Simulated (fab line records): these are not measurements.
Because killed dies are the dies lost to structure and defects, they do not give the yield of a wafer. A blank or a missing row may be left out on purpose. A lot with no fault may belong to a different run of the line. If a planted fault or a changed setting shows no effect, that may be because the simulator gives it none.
fab line records + flow nand_harc
record
- lots=13
- wafers=37
- last_day=25
route steps=1159 shown A_STAIRCASE@558 END@1159
lots untouched by any fault: they come from a run of this same line in which no faults occurred
start_h: hours from the record's first day to the start of the lot's first wafer shown + wait_h: time in hours since the lot's previous step + " same as the row above + L1.1+2: a single row standing in for several wafers + - value missing, or start not given + * or withheld: withheld + < > ~ a bound
route shown NAME@n: NAME is a module with steps in the file, n the number in the route of the first one + usual: mean and standard deviation over wafers with no fault + same: alike in all rows + chamber/n: place in a boat + sites: readings site by site + _std_site: the values' standard deviation + _edge_site: outer sites' mean less inner sites' + radius_mm: for every site, how far away it sits from the centre of the wafer + mask NAME#n: copy n + behind: the tool/chamber that last shaped the wafer + hold: what put the lot on hold/how long, in hours/how the hold closed + device: the n, p or np transistor that did not switch + end of line: tests of these same wafers at the route's end + a step given without rows: its recipe and nothing more + killed: count of dies lost to structure and defects at first sort (not the wafer's yield) + map: per-die view of a wafer (x killed, . not killed, _ where there is no die)
set.NAME: the setting that was run; set.NAME@STEP: the one run at that earlier step + model.NAME: the simulator's own value behind a step, which no gauge read
one table for each step of the route and one row for each wafer, over a sample of lots
services: the hour from which a tool's chamber was out of use, counted from the record's first day as start_h (under 0 if before that day), plus the number of hours and why
## steps
# step NHARC_A_STAIRCASE_ETCH_21
# recipe
- target_depth_a=1000
- time_s=40.5
- ion_energy_ev=400
- c4f8_flow_sccm=20
- o2_flow_sccm=10
- ar_flow_sccm=withheld
- rf_w=600
- bias_w=1000
- chemistry=C4F8/O2
# usual
- oes_product_au=0.936/0.013
- rf_vpp_V=895/4
| lot.wafer | tool        | chamber | start_h | wait_h | oes_product_au | rf_hours_counter_h | rf_vpp_V |
|-----------|-------------|---------|---------|--------|----------------|--------------------|----------|
| L639.1    | rie_diel-01 | 0       | -       | -      | 0.934          | 39                 | 892      |
| L639.3    | "           | 2       | "       | "      | 0.947          | 36                 | 896      |
| L639.2    | "           | 3       | "       | "      | 0.944          | 34                 | 890      |
| L640.3    | rie_diel-08 | 3       | -       | -      | 0.924          | 46                 | 900      |
| L640.2    | "           | 1       | "       | "      | 0.946          | 41                 | 894      |
| L640.4    | "           | 3       | "       | "      | 0.923          | -                  | 901      |
| L643.2    | rie_diel-01 | 3       | -       | -      | 0.932          | 36                 | 889      |
| L643.6    | "           | 0       | "       | "      | 0.918          | -                  | 894      |
| L643.5    | "           | 1       | "       | "      | 0.938          | -                  | 901      |
| L642.3    | rie_diel-01 | 2       | -       | -      | 0.930          | 39                 | 895      |
| L642.1    | "           | 1       | "       | "      | 0.952          | 40                 | 900      |
| L642.4    | "           | 0       | "       | "      | 0.924          | -                  | 893      |
| L641.2    | rie_diel-01 | 0       | -       | -      | 0.932          | 44                 | 892      |
| L641.6    | "           | 0       | "       | "      | 0.931          | -                  | 891      |
| L641.5    | "           | 1       | "       | "      | 0.958          | -                  | 899      |
| L644.1    | rie_diel-01 | 2       | -       | -      | 0.929          | 43                 | 895      |
| L644.4    | "           | 1       | "       | "      | 0.944          | 45                 | 900      |
| L644.6    | "           | 3       | "       | "      | 0.927          | -                  | 889      |
| L645.1    | rie_diel-01 | 3       | -       | -      | 0.929          | 43                 | 890      |
| L645.5    | "           | 3       | "       | "      | 0.922          | -                  | 889      |
| L645.6    | "           | 0       | "       | "      | 0.902          | -                  | 893      |
| L649.4    | rie_diel-01 | 1       | -       | -      | 0.939          | 53                 | 898      |
| L649.5    | "           | 1       | "       | "      | 0.936          | -                  | 899      |
| L649.6    | "           | 2       | "       | "      | 0.934          | -                  | 893      |
| L650.4    | rie_diel-02 | 0       | -       | -      | 0.952          | 62                 | 896      |
| L657.1    | rie_diel-08 | 3       | -       | -      | 0.927          | 17                 | 899      |
| L657.2    | "           | 0       | "       | "      | 0.913          | 6                  | 888      |
| L657.6    | "           | 0       | "       | "      | 0.926          | -                  | 889      |
| L659.2    | rie_diel-08 | 3       | -       | -      | 0.935          | 25                 | 899      |
| L659.4    | "           | 0       | "       | "      | 0.932          | 15                 | 889      |
| L659.5    | "           | 2       | "       | "      | 0.957          | -                  | 899      |
| L658.1    | rie_diel-02 | 2       | -       | -      | 0.921          | 8                  | 890      |
| L658.3    | "           | 0       | "       | "      | 0.932          | 6                  | 897      |
| L658.6    | "           | 1       | "       | "      | 0.937          | -                  | 899      |
| L662.3    | rie_diel-08 | 2       | -       | -      | 0.946          | 32                 | 900      |
| L662.4    | "           | 1       | "       | "      | 0.946          | 29                 | 893      |
| L662.6    | "           | 2       | "       | "      | 0.949          | -                  | 898      |
# step NHARC_A_STAIRCASE_TRIM_24
# recipe
- time_s=211.2
- o2_flow_sccm=500
- ar_flow_sccm=0
- bias_w=0
- chemistry=O2
# usual
- drypump_motor_current_A=5.8/0.45
- oes_product_au=0.995/0.011
- rf_vpp_V=57.7/0.89
- showerhead_plenum_p_Torr=3.50/0.11
- throttle_valve_pct=17.036/0.0093
| lot.wafer | tool        | chamber | start_h | wait_h | drypump_motor_current_A | oes_product_au | rf_hours_counter_h | rf_vpp_V | showerhead_plenum_p_Torr | throttle_valve_pct |
|-----------|-------------|---------|---------|--------|-------------------------|----------------|--------------------|----------|--------------------------|--------------------|
| L639.2    | rie_diel-01 | 0       | -       | -      | 6.6                     | 0.972          | 39                 | 57.6     | 3.45                     | 17.039             |
| L639.1    | "           | 1       | "       | "      | 5.7                     | 0.994          | 38                 | 57.6     | 3.63                     | 17.048             |
| L639.3    | "           | 3       | "       | "      | 5.5                     | 0.987          | 34                 | 55.7     | 3.34                     | 17.038             |
| L640.3    | rie_diel-08 | 2       | -       | -      | 5.9                     | 0.997          | 41                 | 58.9     | 3.64                     | 17.033             |
| L640.2    | "           | 3       | "       | "      | 5.3                     | 0.977          | 46                 | 58.0     | 3.63                     | 17.041             |
| L640.4    | "           | 2       | "       | "      | 5.9                     | 1.002          | -                  | 60.0     | 3.64                     | 17.047             |
| L643.2    | rie_diel-01 | 2       | -       | -      | 5.9                     | 0.997          | 38                 | 58.8     | 3.49                     | 17.046             |
| L643.5    | "           | 2       | "       | "      | 5.9                     | 0.985          | -                  | 56.7     | 3.49                     | 17.036             |
| L643.6    | "           | 3       | "       | "      | 5.5                     | 0.982          | -                  | 56.1     | 3.34                     | 17.030             |
| L642.1    | rie_diel-01 | 2       | -       | -      | 5.9                     | 0.973          | 39                 | 57.7     | 3.49                     | 17.037             |
| L642.3    | "           | 1       | "       | "      | 5.7                     | 1.001          | 40                 | 56.9     | 3.63                     | 17.026             |
| L642.4    | "           | 1       | "       | "      | 5.7                     | 1.009          | -                  | 57.5     | 3.63                     | 17.033             |
| L641.2    | rie_diel-01 | 0       | -       | -      | 6.6                     | 0.980          | 44                 | 57.3     | 3.45                     | 17.037             |
| L641.5    | "           | 0       | "       | "      | 6.6                     | 0.984          | -                  | 58.3     | 3.45                     | 17.041             |
| L641.6    | "           | 1       | "       | "      | 5.7                     | 1.005          | -                  | 58.3     | 3.63                     | 17.027             |
| L644.1    | rie_diel-01 | 1       | -       | -      | 5.8                     | 1.004          | 45                 | 57.6     | 3.63                     | 17.034             |
| L644.4    | "           | 2       | "       | "      | 5.9                     | 0.985          | 43                 | 57.9     | 3.48                     | 17.031             |
| L644.6    | "           | 1       | "       | "      | 5.7                     | 1.001          | -                  | 58.4     | 3.63                     | 17.033             |
| L645.1    | rie_diel-01 | 2       | -       | -      | 5.9                     | 0.992          | 51                 | 58.7     | 3.48                     | 17.046             |
| L645.6    | "           | 1       | "       | "      | 5.7                     | 1.002          | -                  | 58.4     | 3.62                     | 17.061             |
| L645.5    | "           | 2       | "       | "      | 5.9                     | 0.993          | -                  | 57.3     | 3.48                     | 17.023             |
| L649.4    | rie_diel-01 | 0       | -       | -      | 6.6                     | 0.992          | 54                 | 58.3     | 3.44                     | 17.051             |
| L649.6    | "           | 0       | "       | "      | 6.6                     | 0.980          | -                  | 58.0     | 3.44                     | 17.030             |
| L649.5    | "           | 1       | "       | "      | 5.7                     | 1.018          | -                  | 57.0     | 3.62                     | 17.033             |
| L650.4    | rie_diel-02 | 2       | -       | -      | 5.9                     | 0.994          | 61                 | 58.6     | 3.38                     | 17.049             |
| L657.2    | rie_diel-08 | 2       | -       | -      | 5.9                     | 0.995          | 18                 | 59.5     | 3.62                     | 17.030             |
| L657.1    | "           | 0       | "       | "      | 6.2                     | 0.986          | 7                  | 57.5     | 3.34                     | 17.020             |
| L657.6    | "           | 2       | "       | "      | 5.9                     | 1.002          | -                  | 59.6     | 3.62                     | 17.024             |
| L659.2    | rie_diel-08 | 3       | -       | -      | 5.3                     | 1.013          | 25                 | 57.9     | 3.61                     | 17.038             |
| L659.4    | "           | 0       | "       | "      | 6.1                     | 1.005          | 15                 | 57.0     | 3.33                     | 17.029             |
| L659.5    | "           | 0       | "       | "      | 6.1                     | 1.001          | -                  | 57.0     | 3.33                     | 17.030             |
| L658.1    | rie_diel-02 | 1       | -       | -      | 6.0                     | 1.000          | 9                  | 59.3     | 3.63                     | 17.044             |
| L658.3    | "           | 0       | "       | "      | 5.1                     | 0.996          | 6                  | 56.0     | 3.53                     | 17.037             |
| L658.6    | "           | 2       | "       | "      | 5.9                     | 0.990          | -                  | 57.0     | 3.37                     | 17.038             |
| L662.4    | rie_diel-08 | 1       | -       | -      | 5.0                     | 1.002          | 30                 | 56.1     | 3.42                     | 17.050             |
| L662.3    | "           | 3       | "       | "      | 5.3                     | 0.991          | 33                 | 58.7     | 3.60                     | 17.028             |
| L662.6    | "           | 0       | "       | "      | 6.1                     | 1.011          | -                  | 56.3     | 3.33                     | 17.042             |
# step NHARC_A_STAIRCASE_ETCH_194
# recipe
- target_depth_a=1000
- time_s=40.5
- ion_energy_ev=400
- c4f8_flow_sccm=20
- o2_flow_sccm=10
- ar_flow_sccm=withheld
- rf_w=600
- bias_w=1000
- chemistry=C4F8/O2
# usual
- oes_product_au=0.937/0.012
- rf_vpp_V=895/4
| lot.wafer | tool        | chamber | start_h | wait_h | oes_product_au | rf_hours_counter_h | rf_vpp_V |
|-----------|-------------|---------|---------|--------|----------------|--------------------|----------|
| L639.3    | rie_diel-01 | 0       | -       | -      | 0.930          | 40                 | 894      |
| L639.2    | "           | 1       | "       | "      | 0.930          | 38                 | 899      |
| L639.1    | "           | 2       | "       | "      | 0.936          | 37                 | 894      |
| L640.4    | rie_diel-02 | 0       | -       | -      | 0.956          | 36                 | 896      |
| L640.3    | "           | 1       | "       | "      | 0.945          | 36                 | 899      |
| L640.2    | "           | 2       | "       | "      | 0.938          | 35                 | 891      |
| L643.2    | rie_diel-01 | 0       | -       | -      | 0.927          | 42                 | 893      |
| L643.6    | "           | 1       | "       | "      | 0.945          | -                  | 899      |
| L643.5    | "           | 0       | "       | "      | 0.918          | -                  | 894      |
| L642.3    | rie_diel-01 | 0       | -       | -      | 0.925          | 44                 | 894      |
| L642.1    | "           | 2       | "       | "      | 0.925          | 42                 | 894      |
| L642.4    | "           | 1       | "       | "      | 0.945          | -                  | 900      |
| L641.2    | rie_diel-08 | 1       | -       | -      | 0.938          | 51                 | 894      |
| L641.5    | "           | 0       | "       | "      | 0.930          | -                  | 889      |
| L641.6    | "           | 1       | "       | "      | 0.940          | -                  | 892      |
| L644.1    | rie_diel-01 | 3       | -       | -      | 0.933          | 37                 | 890      |
| L644.4    | "           | 1       | "       | "      | 0.961          | 46                 | 900      |
| L644.6    | "           | 3       | "       | "      | 0.932          | -                  | 889      |
| L645.1    | rie_diel-02 | 0       | -       | -      | 0.938          | 50                 | 897      |
| L645.6    | "           | 2       | "       | "      | 0.927          | -                  | 889      |
| L645.5    | "           | 3       | "       | "      | 0.942          | -                  | 896      |
| L649.4    | rie_diel-08 | 0       | -       | -      | 0.931          | 56                 | 889      |
| L649.6    | "           | 3       | "       | "      | 0.939          | -                  | 900      |
| L649.5    | "           | 0       | "       | "      | 0.927          | -                  | 889      |
| L650.4    | rie_diel-02 | 1       | -       | -      | 0.928          | 62                 | 900      |
| L657.2    | rie_diel-08 | 0       | -       | -      | 0.926          | 9                  | 889      |
| L657.1    | "           | 2       | "       | "      | 0.942          | 19                 | 898      |
| L657.6    | "           | 1       | "       | "      | 0.914          | -                  | 893      |
| L659.2    | rie_diel-08 | 1       | -       | -      | 0.935          | 25                 | 891      |
| L659.4    | "           | 0       | "       | "      | 0.952          | 21                 | 888      |
| L659.5    | "           | 1       | "       | "      | 0.944          | -                  | 893      |
| L658.1    | rie_diel-08 | 3       | -       | -      | 0.925          | 30                 | 898      |
| L658.3    | "           | 1       | "       | "      | 0.928          | 27                 | 893      |
| L658.6    | "           | 3       | "       | "      | 0.926          | -                  | 899      |
| L662.4    | rie_diel-08 | 1       | -       | -      | 0.949          | 31                 | 891      |
| L662.3    | "           | 2       | "       | "      | 0.956          | 34                 | 898      |
| L662.6    | "           | 0       | "       | "      | 0.947          | -                  | 889      |
# step NHARC_A_STAIRCASE_ETCH_201
# recipe
- target_depth_a=1000
- time_s=40.5
- ion_energy_ev=400
- c4f8_flow_sccm=20
- o2_flow_sccm=10
- ar_flow_sccm=withheld
- rf_w=600
- bias_w=1000
- chemistry=C4F8/O2
# usual
- oes_product_au=0.941/0.017
- rf_vpp_V=895/4
| lot.wafer | tool        | chamber | start_h | wait_h | oes_product_au | rf_hours_counter_h | rf_vpp_V |
|-----------|-------------|---------|---------|--------|----------------|--------------------|----------|
| L639.3    | rie_diel-01 | 3       | 253.29  | -      | 0.939          | 35                 | 891      |
| L639.2    | "           | 0       | "       | "      | 0.937          | 40                 | 895      |
| L639.1    | "           | 1       | "       | "      | 0.956          | 39                 | 901      |
| L640.2    | rie_diel-02 | 0       | 253.57  | -      | 0.951          | 37                 | 897      |
| L640.3    | "           | 1       | "       | "      | 0.941          | 36                 | 901      |
| L640.4    | "           | 2       | "       | "      | 0.928          | 36                 | 893      |
| L643.2    | rie_diel-01 | 2       | 261.44  | -      | 0.928          | 41                 | 894      |
| L643.6    | "           | 1       | "       | "      | 0.937          | -                  | 902      |
| L643.5    | "           | 0       | "       | "      | 0.913          | -                  | 894      |
| L642.4    | rie_diel-02 | 0       | 263.08  | -      | 0.951          | 42                 | 897      |
| L642.3    | "           | 1       | "       | "      | 0.945          | 41                 | 900      |
| L642.1    | "           | 2       | "       | "      | 0.935          | 40                 | 890      |
| L641.2    | rie_diel-02 | 2       | 267.21  | -      | 0.943          | 42                 | 890      |
| L641.6    | "           | 2       | "       | "      | 0.940          | -                  | 891      |
| L641.5    | "           | 3       | "       | "      | 0.949          | -                  | 896      |
| L644.1    | rie_diel-01 | 2       | 271.86  | -      | 0.939          | 45                 | 894      |
| L644.4    | "           | 3       | "       | "      | 0.933          | 38                 | 889      |
| L644.6    | "           | 1       | "       | "      | 0.943          | -                  | 901      |
| L645.1    | rie_diel-02 | 1       | 291.47  | -      | 0.935          | 50                 | 900      |
| L645.5    | "           | 2       | "       | "      | 0.938          | -                  | 890      |
| L645.6    | "           | 3       | "       | "      | 0.948          | -                  | 896      |
| L649.4    | rie_diel-02 | 2       | 295.94  | -      | 0.928          | 51                 | 892      |
| L649.6    | "           | 2       | "       | "      | 0.943          | -                  | 890      |
| L649.5    | "           | 3       | "       | "      | 0.942          | -                  | 896      |
| L650.4    | rie_diel-02 | 0       | 328.25  | -      | 0.753          | 64                 | 897      |
| L657.2    | rie_diel-08 | 1       | 344.33  | -      | 0.940          | 15                 | 892      |
| L657.1    | "           | 2       | "       | "      | 0.937          | 20                 | 900      |
| L657.6    | "           | 1       | "       | "      | 0.941          | -                  | 893      |
| L659.2    | rie_diel-08 | 2       | 360.25  | -      | 0.924          | 28                 | 899      |
| L659.4    | "           | 3       | "       | "      | 0.923          | 29                 | 899      |
| L659.5    | "           | 0       | "       | "      | 0.922          | -                  | 888      |
| L658.1    | rie_diel-01 | 0       | 363.73  | -      | 0.939          | 20                 | 892      |
| L658.3    | "           | 1       | "       | "      | 0.976          | 19                 | 898      |
| L658.6    | "           | 3       | "       | "      | 0.927          | -                  | 891      |
| L662.3    | rie_diel-08 | 3       | 378.95  | -      | 0.926          | 35                 | 898      |
| L662.4    | "           | 1       | "       | "      | 0.938          | 31                 | 891      |
| L662.6    | "           | 0       | "       | "      | 0.932          | -                  | 888      |
# step NHARC_END_SORT_01
# recipe
- temp_c=25
# usual
- killed_at_array=26/9.1
- killed_at_other=0.7/0.9
- killed_at_periphery=3.6/2.8
- killed_dies=30/9.2
- killed_open=3.0/1.9
- killed_short=2.0/1.4
# same
- gross_dies=677
| lot.wafer | tool      | chamber | start_h | wait_h | killed_at_array | killed_at_other | killed_at_periphery | killed_dies | killed_open | killed_short |
|-----------|-----------|---------|---------|--------|-----------------|-----------------|---------------------|-------------|-------------|--------------|
| L650.4    | prober-02 | 0       | 539.78  | 3.4    | 672             | 1               | 4                   | 677         | 4           | 1            |
# killed by level:class
L650.4 A_STAIRCASE:area_etch=632 A_CHANNEL_HOLE_D1:chamber_film_flake=19 A_SLIT:chamber_film_flake=13 A_STAIRCASE:chamber_film_flake=3 A_WL_FILL:chamber_film_flake=2 P_CONTACT:geometric_particle:open=1 P_M0:geometric_particle:open=1 A_CHANNEL_HOLE_D1:geometric_particle:open=1
## services
| tool        | chamber | start_h | hours | kind       |
|-------------|---------|---------|-------|------------|
| rie_diel-08 | 0       | 240.17  | 12.9  | repair     |
| rie_diel-01 | 0       | 246.31  | -     | clean      |
| rie_diel-01 | 1       | 246.31  | -     | clean      |
| rie_diel-01 | 2       | 246.31  | -     | clean      |
| rie_diel-01 | 3       | 246.31  | -     | clean      |
| rie_diel-01 | 3       | 256.86  | 8.8   | repair     |
| rie_diel-02 | 3       | 267.86  | 7.5   | repair     |
| rie_diel-01 | 0       | 270.81  | -     | clean      |
| rie_diel-01 | 1       | 270.81  | -     | clean      |
| rie_diel-01 | 2       | 270.81  | -     | clean      |
| rie_diel-01 | 3       | 270.81  | -     | clean      |
| rie_diel-01 | 0       | 295.39  | -     | clean      |
| rie_diel-01 | 1       | 295.39  | -     | clean      |
| rie_diel-01 | 2       | 295.39  | -     | clean      |
| rie_diel-01 | 3       | 295.39  | -     | clean      |
| rie_diel-08 | -       | 301.82  | 9.0   | pm         |
| rie_diel-01 | -       | 314.97  | 9.0   | pm         |
| rie_diel-01 | 0       | 314.97  | 9.0   | vent_cycle |
| rie_diel-01 | 1       | 314.97  | 9.0   | vent_cycle |
| rie_diel-01 | 2       | 314.97  | 9.0   | vent_cycle |
| rie_diel-08 | 0       | 318.40  | 14.4  | repair     |
| rie_diel-02 | -       | 328.58  | 9.0   | pm         |
| rie_diel-08 | 1       | 331.54  | 11.2  | repair     |
| rie_diel-02 | 0       | 337.94  | 7.0   | repair     |
## key
first_sign
- step=NHARC_A_STAIRCASE_ETCH_201
- reading=oes_product_au
- direction=down
- sigmas=11
- usual=0.941
- struck=0.753
effect
- step=NHARC_END_SORT_01
- reading=killed_at_array
- direction=up
- sigmas=71
- usual=26
- struck=672
more_kills_born_at
- NHARC_A_STAIRCASE_ETCH_201@rie_diel-02=632
met_at NHARC_A_STAIRCASE_ETCH_201
struck_lots L650
struck_wafers L650.4
later_rows_left_out L650.4
tester_left_out L650
not_acting_at NHARC_A_STAIRCASE_ETCH_21,NHARC_A_STAIRCASE_TRIM_24,NHARC_A_STAIRCASE_ETCH_194
onset_between 263.08 328.25
earlier_fault
- kind=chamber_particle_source
- tool=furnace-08
- chamber=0
- onset_h=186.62
- steps=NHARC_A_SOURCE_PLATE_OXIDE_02
- rate_per_visit_cm2=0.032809
- end_h=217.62
fault
- kind=process_parameter_drift
- tool=rie_diel-02
- chamber=0
- onset_h=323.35
- steps=NHARC_A_STAIRCASE_ETCH_201
- channel=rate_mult
- offset=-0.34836
- shape=step
- end_h=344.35
# tester_left_out: of these lots the tester's yield and bins aren't shown, on N5 and GAA mostly nor the transistor test; their killed dies are dies lost to structure and defects alone, not to doping, threshold or leakage, so they don't give the yield
# later_rows_left_out: the simulator's readings of these wafers behind a module that went badly wrong aren't trusted and aren't shown, but for the sort
